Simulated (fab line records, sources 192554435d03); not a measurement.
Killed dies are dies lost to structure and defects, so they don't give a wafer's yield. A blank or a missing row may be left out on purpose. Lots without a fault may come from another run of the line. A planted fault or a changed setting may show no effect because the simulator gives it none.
fab line records | flow n5_finfet
record lots=7 wafers=21
route steps=1938 shown BEOL_M2@879 BEOL_M4@1021 BEOL_M5@1112
start_h: hours from the record's first day to the start of the lot's first wafer shown | wait_h: hours since the lot's step before | " the same as in the row above | L1.1+2: a row that stands for several wafers | - no value, or no start given | * or withheld: withheld | < > ~ a bound
route shown NAME@n: a module of which the file shows steps, and the number in the route of the first | usual: mean/standard deviation of fault-free wafers | same: alike in all rows | chamber/n: place in a boat | sites: the reading at each site | _std_site: their standard deviation | _edge_site: outer sites' mean less inner sites' | radius_mm: how far each site lies from the wafer's centre | mask NAME#n: copy n | behind: the tool/chamber that last shaped the wafer | hold: why the lot was held/for how many hours/how that ended | device: the transistor (n, p or np) that didn't switch | end of line: the same wafers' tests at the end of the route | a step without rows: its recipe alone | killed: dies lost to structure and defects at the first sort, not the wafer's yield | map: a wafer's dies, x killed, . not, _ none there
set.NAME: the setting as run; set.NAME@STEP: as run at that earlier step | model.NAME: the simulator's own value behind a step, which no gauge read
lots whose settings were changed on purpose; a table a step, a row a wafer
## steps
# step N5_BEOL_M2_DESCUM_33
# recipe chemistry=O2 time_s=7 source_power_w=50 bias_power_w=20 pressure_mtorr=20 rf_frequency_hz=2.712e+07 temp_c=40 resist=CAR-EUV o2_flow_sccm=225
# columns lot.wafer tool chamber start_h wait_h set.time_s
L076.1+5 rie_diel-03 0,2 147.64 0.1 7
L076.3 " 1 " " 7.906
L080.1+2+3 rie_diel-03 0,2,1 177.43 0.0 7
L081.2+3 rie_diel-03 1,2 185.02 0.1 7
L081.5 " 1 " " 6.56
L089.1+2 rie_diel-03 3,0 222.49 0.0 7.676
L089.4 " 3 " " 7
L088.3 rie_diel-01 0 227.90 0.0 7
L088.4+5 " 2,0 " " 6.128
L097.1+4 rie_diel-01 0,2 270.56 0.0 7
L097.2 " 3 " " 6.016
L095.2 rie_diel-01 2 303.75 0.0 7
L095.4+5 " 0 " " 7.521
# step N5_BEOL_M2_ETCH_77
# recipe chemistry=N2/H2 target=underlayer target_depth_a=65 mask_material=CAR-EUV time_s=5.2 ion_energy_ev=200 pressure_mtorr=30 source_w=840 bias_w=150 n2_flow_sccm=200 h2_flow_sccm=200 ends=cleared
# columns lot.wafer tool chamber start_h wait_h set.time_s@BEOL_M2_DESCUM_33 model.CAR-EUV_of_BEOL_M2_COAT_22.thk_nm
L076.1 rie_diel-03 0 147.67 0.0 7 20.4
L076.3 " 1 " " 7.906 19.8
L076.5 " 2 " " 7 20.2
L080.1+2 rie_diel-03 0,2 177.46 0.0 7 20.4
L080.3 " 1 " " 7 20.2
L081.2+3 rie_diel-03 1,2 185.05 0.0 7 20.2
L081.5 " 1 " " 6.56 20.4
L089.1+2 rie_diel-03 3,0 222.52 0.0 7.676 20
L089.4 " 3 " " 7 20.4
L088.3 rie_diel-01 0 227.93 0.0 7 20.4
L088.4 " 2 " " 6.128 21
L088.5 " 0 " " 6.128 20.8
L097.1+4 rie_diel-01 0,2 270.60 0.0 7 20.6
L097.2 " 3 " " 6.016 21
L095.2 rie_diel-01 2 303.78 0.0 7 20.4
L095.4+5 " 0 " " 7.521 20.2
# step N5_BEOL_M2_ETCH_69
# recipe chemistry=CF4 target=SiARC target_depth_a=156 mask_material=CAR-EUV time_s=26 ion_energy_ev=80 pressure_mtorr=40 source_w=545 bias_w=36 Ar_flow_sccm=100 cf4_flow_sccm=100 ends=cleared
# columns lot.wafer tool chamber start_h wait_h set.time_s@BEOL_M2_DESCUM_33 model.CAR-EUV_of_BEOL_M2_COAT_22.thk_nm
L076.1 rie_diel-03 0 147.69 0.0 7 11.2
L076.3 " 1 " " 7.906 10.4
L076.5 " 2 " " 7 11
L080.1+2 rie_diel-03 0,2 177.48 0.0 7 11.2
L080.3 " 1 " " 7 11
L081.2+3 rie_diel-03 1,2 185.07 0.0 7 11
L081.5 " 1 " " 6.56 11.2
L089.1+2 rie_diel-03 3,0 222.54 0.0 7.676 10.8
L089.4 " 3 " " 7 11.2
L088.3 rie_diel-01 0 227.95 0.0 7 11.2
L088.4 " 2 " " 6.128 11.8
L088.5 " 0 " " 6.128 11.6
L097.1+4 rie_diel-01 0,2 270.61 0.0 7 11.4
L097.2 " 3 " " 6.016 11.8
L095.2 rie_diel-01 2 303.80 0.0 7 11.2
L095.4+5 " 0 " " 7.521 11
# step N5_BEOL_M2_ETCHBACK_99
# recipe chemistry=CHF3 target=SiO2 target_depth_a=50 time_s=10.4 source_w=215 bias_w=47 Ar_flow_sccm=200 CHF3_flow_sccm=12 ion_energy_ev=100 pressure_mtorr=30
# columns lot.wafer tool chamber start_h wait_h set.time_s set.time_s@BEOL_M2_DESCUM_33 model.CAR-EUV_of_BEOL_M2_COAT_22.thk_nm
L076.1 rie_diel-03 0 149.90 2.1 10.4 7 10.4
L076.3 " 2 " " 10.4 7.906 9.8
L076.5 " 1 " " 10.4 7 10.2
L080.1+2+3 rie_diel-03 1,0,2 178.74 1.1 10.4 7 10.4
L081.2+3 rie_diel-03 1,0 185.28 0.1 10.4 7 10.4
L081.5 " 2 " " 10.4 6.56 10.6
L089.1 rie_diel-03 1 231.09 8.4 10.4 7.676 10.2
L089.2 " 2 " " 9.155 7.676 10.2
L089.4 " 0 " " 10.4 7 10.4
L088.3 rie_diel-03 0 231.56 3.5 8.165 7 10.6
L088.4+5 " 3,2 " " 10.4 6.128 11
L097.1+4 rie_diel-05 3,0 298.63 27.6 10.4 7 10.6
L097.2 " 2 " " 10.4 6.016 11
L095.2 rie_diel-01 2 309.69 5.8 10.4 7 10.4
L095.4 " 0 " " 11.6 7.521 10.2
L095.5 " 1 " " 10.4 7.521 10.2
# step N5_BEOL_M4_ILD_DEP_00
# recipe material=SiOC target_thk_a=790 temp_c=350 precursor=DEMS/O2 pressure_torr=5 rf_w=500 time_s=15.3
# columns lot.wafer tool chamber start_h wait_h set.time_s model.SiOC_of_BEOL_M4_ILD_DEP_00.thk_nm
L076.1 pecvd-01 2 169.11 0.0 16.15 82
L076.3 " 0 " " 16.15 81.2
L076.5 " 2 " " 16.15 83.4
L080.1 pecvd-01 0 196.55 0.0 15.3 78.2
L080.2 " 1 " " 15.3 78
L080.3 " 2 " " 15.3 78.4
L081.2 pecvd-01 0 198.18 0.0 16.29 82.2
L081.3 " 1 " " 16.29 81.8
L081.5 " 1 " " 15.3 79.2
L089.1+4 pecvd-01 2,0 243.38 0.0 16.44 82.8
L089.2 " 1 " " 16.44 81.8
L088.3 pecvd-04 0 255.06 0.0 15.3 80.2
L088.4 " 2 " " 15.3 81.2
L088.5 " 1 " " 14.65 78.6
L097.1 pecvd-04 2 310.99 0.0 15.3 79.2
L097.2 " 1 " " 17.5 89.6
L097.4 " 2 " " 15.3 79.8
L095.2 pecvd-01 0 324.65 0.0 17.18 87.4
L095.4 " 2 " " 15.3 79.6
L095.5 " 0 " " 17.18 88.6
# step N5_BEOL_M4_THK_MEAS_01
# recipe reads=SiOC_of_BEOL_M4_ILD_DEP_00
# usual M4_ILD_THK=79.0/1.2
# columns lot.wafer tool chamber start_h wait_h set.time_s@BEOL_M4_ILD_DEP_00 M4_ILD_THK[nm]
L076.1 film_metro-02 - 169.17 0.0 16.15 81.9
L076.3 " - " " 16.15 81.3
L076.5 " - " " 16.15 83.4
L080.1 film_metro-02 - 196.62 0.0 15.3 78.3
L080.2 " - " " 15.3 78.1
L080.3 " - " " 15.3 78.4
L081.2 film_metro-02 - 198.26 0.1 16.29 82.2
L081.3 " - " " 16.29 81.9
L081.5 " - " " 15.3 79.1
L089.1 film_metro-01 - 243.45 0.0 16.44 82.9
L089.2 " - " " 16.44 81.8
L089.4 " - " " 16.44 82.7
L088.3 film_metro-01 - 255.13 0.1 15.3 80.3
L088.4 " - " " 15.3 81.2
L088.5 " - " " 14.65 78.6
L097.1 film_metro-02 - 311.05 0.0 15.3 79.2
L097.2 " - " " 17.5 89.5
L097.4 " - " " 15.3 79.7
L095.2 film_metro-01 - 324.72 0.1 17.18 87.4
L095.4 " - " " 15.3 79.6
L095.5 " - " " 17.18 88.7
# step N5_BEOL_M4_COAT_61
# recipe resist=SOC temp_c=250 time_s=60 spin_rpm=1500 resist_thk_nm=60
# columns lot.wafer tool chamber start_h wait_h set.spin_rpm model.SOC_of_BEOL_M4_COAT_61.thk_nm
L076.1 litho_track-04 0 169.39 0.1 1500 60
L076.3 " 0 " " 1662 57.2
L076.5 " 0 " " 1500 60.2
L080.1 litho_track-02 0 197.46 0.1 1500 59.8
L080.2+3 " 0 " " 1500 60
L081.2 litho_track-04 0 200.31 0.1 1500 60
L081.3 " 0 " " 1500 60.4
L081.5 " 0 " " 1500 60.2
L089.1+2+4 litho_track-04 0 243.81 0.1 1500 60
L088.3 litho_track-03 0 256.27 0.1 1629 57.4
L088.4+5 " 0 " " 1629 57.6
L097.1+2 litho_track-03 0 312.53 0.1 1500 59.8
L097.4 " 0 " " 1410 61.6
L095.2 litho_track-03 0 325.00 0.1 1638 57.4
L095.4 " 0 " " 1638 57.2
L095.5 " 0 " " 1500 60.2
# step N5_BEOL_M4_COAT_62
# recipe resist=SiARC temp_c=220 time_s=60 spin_rpm=1500 resist_thk_nm=12
# step N5_BEOL_M4_COAT_73
# recipe resist=underlayer temp_c=205 time_s=60 spin_rpm=1500 resist_thk_nm=5
# step N5_BEOL_M4_ETCH_74
# recipe chemistry=N2/H2 target=underlayer target_depth_a=65 mask_material=CAR-EUV time_s=5.2 ion_energy_ev=200 pressure_mtorr=30 source_w=840 bias_w=150 n2_flow_sccm=200 h2_flow_sccm=200 ends=cleared
# step N5_BEOL_M4_ETCH_63
# recipe chemistry=CF4 target=SiARC target_depth_a=156 mask_material=CAR-EUV time_s=26 ion_energy_ev=80 pressure_mtorr=40 source_w=545 bias_w=36 Ar_flow_sccm=100 cf4_flow_sccm=100 ends=cleared
# step N5_BEOL_M4_ETCH_64
# recipe chemistry=N2/H2 target=SOC target_depth_a=750 overetch_a=225 mask_material=SiARC temp_c=40 time_s=121.9 ion_energy_ev=200 pressure_mtorr=30 source_w=840 bias_w=150 n2_flow_sccm=200 h2_flow_sccm=200
# columns lot.wafer tool chamber start_h wait_h set.spin_rpm@BEOL_M4_COAT_61 model.etch.depth_nm
L076.1 rie_diel-05 2 169.86 0.0 1500 60.07
L076.3 " 0 " " 1662 57.18
L076.5 " 0 " " 1500 60.17
L080.1 rie_diel-01 1 197.94 0.0 1500 59.88
L080.2 " 0 " " 1500 59.96
L080.3 " 2 " " 1500 59.95
L081.2 rie_diel-05 1 200.86 0.0 1500 60.06
L081.3 " 3 " " 1500 60.45
L081.5 " 2 " " 1500 60.17
L089.1+2 rie_diel-05 2,3 244.44 0.0 1500 60.06
L089.4 " 3 " " 1500 59.99
L088.3 rie_diel-01 0 256.87 0.0 1629 57.31
L088.4 " 1 " " 1629 57.54
L088.5 " 0 " " 1629 57.59
L097.1 rie_diel-01 3 313.40 0.0 1500 59.8
L097.2 " 1 " " 1500 59.78
L097.4 " 0 " " 1410 61.54
L095.2 rie_diel-01 3 325.66 0.0 1638 57.32
L095.4 " 2 " " 1638 57.26
L095.5 " 0 " " 1500 60.11
# step N5_BEOL_M4_STRIP_65
# recipe chemistry=N2/H2 temp_c=40 n2_flow_sccm=200 h2_flow_sccm=200 rf_frequency_hz=6e+07
# step N5_BEOL_M4_STRIP_75
# recipe chemistry=N2/H2 temp_c=40 n2_flow_sccm=200 h2_flow_sccm=200 rf_frequency_hz=6e+07
# step N5_BEOL_M4_STRIP_66
# recipe chemistry=CF4 resist=SiARC power_w=300 bias_power_w=75 pressure_mtorr=50 cf4_flow_sccm=150 rf_frequency_hz=6e+07
# step N5_BEOL_M4_HM_OPEN_17
# recipe chemistry=Cl2/BCl3 target_depth_a=200 overetch_a=60 target=TiN mask_material=SOC ion_energy_ev=150 pressure_mtorr=10 icp_w=1000 bias_w=126 Cl2_flow_sccm=53.25 bcl3_flow_sccm=21.75 Ar_flow_sccm=25
# columns lot.wafer tool chamber start_h wait_h set.spin_rpm@BEOL_M4_COAT_61 model.SOC_of_BEOL_M4_COAT_61.thk_nm
L076.1 rie_metal-01 1 170.04 0.0 1500 52.2
L076.3 " 1 " " 1662 49.2
L076.5 " 1 " " 1500 52.4
L080.1 rie_metal-02 0 198.11 0.0 1500 51.8
L080.2 " 1 " " 1500 52.2
L080.3 " 0 " " 1500 52
L081.2+5 rie_metal-02 1,0 201.03 0.0 1500 52.2
L081.3 " 0 " " 1500 52.6
L089.1+2+4 rie_metal-01 0,1,1 244.61 0.0 1500 52.2
L088.3 rie_metal-01 0 257.07 0.1 1629 49.4
L088.4 " 1 " " 1629 49.6
L088.5 " 0 " " 1629 49.8
L097.1 rie_metal-03 0 313.58 0.0 1500 52
L097.2 " 1 " " 1500 51.6
L097.4 " 0 " " 1410 53.6
L095.2 rie_metal-01 1 325.83 0.0 1638 49.4
L095.4 " 1 " " 1638 49.2
L095.5 " 1 " " 1500 52.2
# step N5_BEOL_M5_ILD_DEP_00
# recipe material=SiCOH_lowk target_thk_a=1406.4 temp_c=300 precursor=DEMS/porogen pressure_torr=5 rf_w=500 time_s=25.9
# columns lot.wafer tool chamber start_h wait_h set.time_s model.SiCOH_lowk_of_BEOL_M5_ILD_DEP_00.thk_nm
L076.1 pecvd-03 0 180.48 0.8 25.9 139
L076.3 " 2 " " 23.28 125.2
L076.5 " 2 " " 25.9 140.6
L080.1 pecvd-01 1 206.17 0.8 25.9 138.2
L080.2 " 0 " " 25.9 136.8
L080.3 " 2 " " 25.9 139.2
L081.2 pecvd-01 2 210.01 0.7 25.9 137.2
L081.3 " 0 " " 25.9 138
L081.5 " 2 " " 24.12 131
L089.1 pecvd-02 2 250.65 0.8 29.02 159.2
L089.2 " 0 " " 25.9 140.8
L089.4 " 1 " " 25.9 142.4
L088.3 pecvd-01 2 266.88 0.5 29.24 156.8
L088.4 " 1 " " 25.9 140
L088.5 " 0 " " 29.24 158.8
L097.1 pecvd-02 2 334.87 0.8 25.9 140.6
L097.2 " 0 " " 25.9 138.6
L097.4 " 2 " " 25.9 141.6
L095.2 pecvd-03 2 343.28 0.7 25.9 139.2
L095.4 " 0 " " 25.9 143
L095.5 " 1 " " 25.9 141.4
# step N5_BEOL_M5_CURE_79
# recipe temp_c=385 time_s=240 ambient=He/Ar material=SiCOH_lowk
# columns lot.wafer tool chamber start_h wait_h set.time_s@BEOL_M5_ILD_DEP_00 model.SiCOH_lowk_of_BEOL_M5_ILD_DEP_00.thk_nm
L076.1 uv_cure-02 1 180.54 0.0 25.9 119.6
L076.3 " 1 " " 23.28 107.6
L076.5 " 1 " " 25.9 121
L080.1 uv_cure-01 0 206.23 0.0 25.9 118.8
L080.2 " 0 " " 25.9 117.6
L080.3 " 0 " " 25.9 119.8
L081.2 uv_cure-03 0 210.15 0.1 25.9 118
L081.3 " 0 " " 25.9 118.6
L081.5 " 0 " " 24.12 112.6
L089.1 uv_cure-01 2 250.71 0.0 29.02 137
L089.2 " 2 " " 25.9 121.2
L089.4 " 2 " " 25.9 122.6
L088.3 uv_cure-03 1 267.10 0.2 29.24 135
L088.4 " 1 " " 25.9 120.6
L088.5 " 1 " " 29.24 136.8
L097.1 uv_cure-01 0 334.93 0.0 25.9 120.8
L097.2 " 0 " " 25.9 119.2
L097.4 " 0 " " 25.9 122
L095.2 uv_cure-01 0 343.42 0.1 25.9 119.6
L095.4 " 0 " " 25.9 123
L095.5 " 0 " " 25.9 121.6
# step N5_BEOL_M5_THK_MEAS_01
# recipe reads=SiCOH_lowk_of_BEOL_M5_ILD_DEP_00
# usual M5_ILD_THK=120.5/1.4
# columns lot.wafer tool chamber start_h wait_h set.time_s@BEOL_M5_ILD_DEP_00 M5_ILD_THK[nm]
L076.1 film_metro-01 - 181.53 0.8 25.9 119.6
L076.3 " - " " 23.28 107.6
L076.5 " - " " 25.9 121.0
L080.1 film_metro-02 - 206.74 0.4 25.9 118.9
L080.2 " - " " 25.9 117.7
L080.3 " - " " 25.9 119.8
L081.2 film_metro-02 - 210.59 0.4 25.9 118.0
L081.3 " - " " 25.9 118.8
L081.5 " - " " 24.12 112.6
L089.1 film_metro-01 - 251.22 0.4 29.02 137.1
L089.2 " - " " 25.9 121.2
L089.4 " - " " 25.9 122.7
L088.3 film_metro-01 - 267.45 0.3 29.24 135.1
L088.4 " - " " 25.9 120.6
L088.5 " - " " 29.24 136.8
L097.1 film_metro-01 - 335.45 0.4 25.9 120.8
L097.2 " - " " 25.9 119.3
L097.4 " - " " 25.9 121.9
L095.2 film_metro-01 - 343.85 0.4 25.9 119.7
L095.4 " - " " 25.9 123.0
L095.5 " - " " 25.9 121.6
# step N5_BEOL_M5_HM_DEP_02
# recipe material=TiN target_thk_a=200 temp_c=25 chamber_pressure_pa=0.49996
# columns lot.wafer tool chamber start_h wait_h set.target_thk_a model.TiN_of_BEOL_M5_HM_DEP_02.thk_nm
L076.1 pvd_sputter-02 - 182.69 1.1 200 20.2
L076.3 " - " " 200 20
L076.5 " - " " 218.6 22
L080.1 pvd_sputter-03 - 206.89 0.1 200 20.6
L080.2+3 " - " " 200 20.4
L081.2 pvd_sputter-03 - 212.71 2.1 200 20
L081.3+5 " - " " 200 19.8
L089.1 pvd_sputter-01 - 251.42 0.1 200 20.2
L089.2 " - " " 200 19.8
L089.4 " - " " 221.5 22.2
L088.3 pvd_sputter-03 - 268.72 1.2 200 20.6
L088.4 " - " " 213.1 22.2
L088.5 " - " " 213.1 22
L097.1 pvd_sputter-03 - 335.92 0.4 200 19.8
L097.2+4 " - " " 200 20.2
L095.2+4 pvd_sputter-03 - 345.48 1.6 200 20.2
L095.5 " - " " 200 19.8
# step N5_BEOL_M5_COAT_59
# recipe resist=SOC temp_c=250 time_s=60 spin_rpm=1500 resist_thk_nm=60
# step N5_BEOL_M5_COAT_60
# recipe resist=SiARC temp_c=220 time_s=60 spin_rpm=1500 resist_thk_nm=12
# step N5_BEOL_M5_STRIP_73
# recipe chemistry=N2/H2 temp_c=40 n2_flow_sccm=200 h2_flow_sccm=200 rf_frequency_hz=6e+07
# step N5_BEOL_M5_STRIP_64
# recipe chemistry=CF4 resist=SiARC power_w=300 bias_power_w=75 pressure_mtorr=50 cf4_flow_sccm=150 rf_frequency_hz=6e+07
# step N5_BEOL_M5_HM_OPEN_17
# recipe chemistry=Cl2/BCl3 target_depth_a=200 overetch_a=60 target=TiN mask_material=SOC ion_energy_ev=150 pressure_mtorr=10 icp_w=1000 bias_w=126 Cl2_flow_sccm=53.25 bcl3_flow_sccm=21.75 Ar_flow_sccm=25
# columns lot.wafer tool chamber start_h wait_h set.target_thk_a@BEOL_M5_HM_DEP_02 model.etch.depth_nm
L076.1 rie_metal-03 0 183.63 0.0 200 20.11
L076.3 " 0 " " 200 19.93
L076.5 " 0 " " 218.6 21.93
L080.1 rie_metal-02 0 207.80 0.0 200 20.6
L080.2 " 1 " " 200 20.49
L080.3 " 0 " " 200 20.4
L081.2 rie_metal-02 0 213.62 0.0 200 20.05
L081.3 " 1 " " 200 19.72
L081.5 " 1 " " 200 19.83
L089.1 rie_metal-02 0 252.18 0.0 200 20.19
L089.2 " 1 " " 200 19.82
L089.4 " 0 " " 221.5 22.19
L088.3 rie_metal-03 1 269.96 0.1 200 20.62
L088.4 " 0 " " 213.1 22.13
L088.5 " 1 " " 213.1 22.07
L097.1 rie_metal-03 1 336.81 0.0 200 19.85
L097.2 " 0 " " 200 20.1
L097.4 " 1 " " 200 20.2
L095.2 rie_metal-02 1 346.24 0.0 200 20.29
L095.4 " 0 " " 200 20.13
L095.5 " 1 " " 200 19.87
# step N5_BEOL_M5_STRIP_19
# recipe chemistry=O2 power_w=400 temp_c=40 pressure_mtorr=30 rf_frequency_hz=6e+07 bias_power_w=0 overash_fraction=0.2 o2_flow_sccm=225
# step N5_BEOL_M5_STRIP_85
# recipe chemistry=C4F6/O2 resist=SiARC rf_frequency_hz=6e+07
# step N5_BEOL_M5_STRIP_36
# recipe chemistry=N2/H2 power_w=450 temp_c=40 pressure_mtorr=20 rf_frequency_hz=6e+07 overash_fraction=0.3 bias_power_w=7 h2_frac=0.5 n2_flow_sccm=200 h2_flow_sccm=200
# step N5_BEOL_M5_TRENCH_ETCH_37
# recipe chemistry=C4F6/O2 target_depth_a=716.52 target=SiCOH_lowk time_s=24.7 ion_energy_ev=250 pressure_mtorr=30 source_w=345 bias_w=185 Ar_flow_sccm=300 C4F6_flow_sccm=10 O2_flow_sccm=10
# columns lot.wafer tool chamber start_h wait_h set.target_thk_a@BEOL_M5_HM_DEP_02 model.TiN_of_BEOL_M5_HM_DEP_02.thk_nm
L076.1 rie_diel-04 0 - - 200 18
L076.3 " 2 " " 200 17.8
L076.5 " 3 " " 218.6 19.8
L080.1 rie_diel-04 3 - - 200 18.6
L080.2+3 " 2,1 " " 200 18.4
L081.2+5 rie_diel-06 3,1 - - 200 17.8
L081.3 " 0 " " 200 17.6
L089.1 rie_diel-04 0 - - 200 18
L089.2 " 3 " " 200 17.8
L089.4 " 2 " " 221.5 20
L088.3 rie_diel-06 2 - - 200 18.6
L088.4+5 " 0,2 " " 213.1 20
L097.1 rie_diel-06 3 - - 200 17.6
L097.2 " 1 " " 200 18
L097.4 " 2 " " 200 18.2
L095.2 rie_diel-04 2 - - 200 18.2
L095.4 " 1 " " 200 18
L095.5 " 3 " " 200 17.8
## key
split step=N5_BEOL_M2_DESCUM_33 setting=time_s stated=7 by=wafer
response step=N5_BEOL_M2_ETCH_77 reading=model.CAR-EUV_of_BEOL_M2_COAT_22.thk_nm change=-0.0352 per=1% r=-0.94
response step=N5_BEOL_M2_ETCH_69 reading=model.CAR-EUV_of_BEOL_M2_COAT_22.thk_nm change=-0.0388 per=1% r=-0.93
response step=N5_BEOL_M2_ETCHBACK_99 reading=model.CAR-EUV_of_BEOL_M2_COAT_22.thk_nm change=-0.0307 per=1% r=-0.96
split step=N5_BEOL_M2_ETCHBACK_99 setting=time_s stated=10.4 by=wafer
response none clear
split step=N5_BEOL_M4_ILD_DEP_00 setting=time_s stated=15.3 by=wafer
response step=N5_BEOL_M4_ILD_DEP_00 reading=model.SiOC_of_BEOL_M4_ILD_DEP_00.thk_nm change=+0.66 per=1% r=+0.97
response step=N5_BEOL_M4_THK_MEAS_01 reading=M4_ILD_THK change=+0.664 per=1% r=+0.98
split step=N5_BEOL_M4_COAT_61 setting=spin_rpm stated=1500 by=wafer
response step=N5_BEOL_M4_COAT_61 reading=model.SOC_of_BEOL_M4_COAT_61.thk_nm change=-0.29 per=1% r=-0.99
response step=N5_BEOL_M4_ETCH_64 reading=model.etch.depth_nm change=-0.287 per=1% r=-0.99
response step=N5_BEOL_M4_HM_OPEN_17 reading=model.SOC_of_BEOL_M4_COAT_61.thk_nm change=-0.299 per=1% r=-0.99
split step=N5_BEOL_M5_ILD_DEP_00 setting=time_s stated=25.9 by=wafer
response step=N5_BEOL_M5_ILD_DEP_00 reading=model.SiCOH_lowk_of_BEOL_M5_ILD_DEP_00.thk_nm change=+1.38 per=1% r=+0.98
response step=N5_BEOL_M5_CURE_79 reading=model.SiCOH_lowk_of_BEOL_M5_ILD_DEP_00.thk_nm change=+1.19 per=1% r=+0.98
response step=N5_BEOL_M5_THK_MEAS_01 reading=M5_ILD_THK change=+1.19 per=1% r=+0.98
split step=N5_BEOL_M5_HM_DEP_02 setting=target_thk_a stated=200 by=wafer
response step=N5_BEOL_M5_HM_DEP_02 reading=model.TiN_of_BEOL_M5_HM_DEP_02.thk_nm change=+0.209 per=1% r=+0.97
response step=N5_BEOL_M5_HM_OPEN_17 reading=model.etch.depth_nm change=+0.208 per=1% r=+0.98
response step=N5_BEOL_M5_TRENCH_ETCH_37 reading=model.TiN_of_BEOL_M5_HM_DEP_02.thk_nm change=+0.202 per=1% r=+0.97
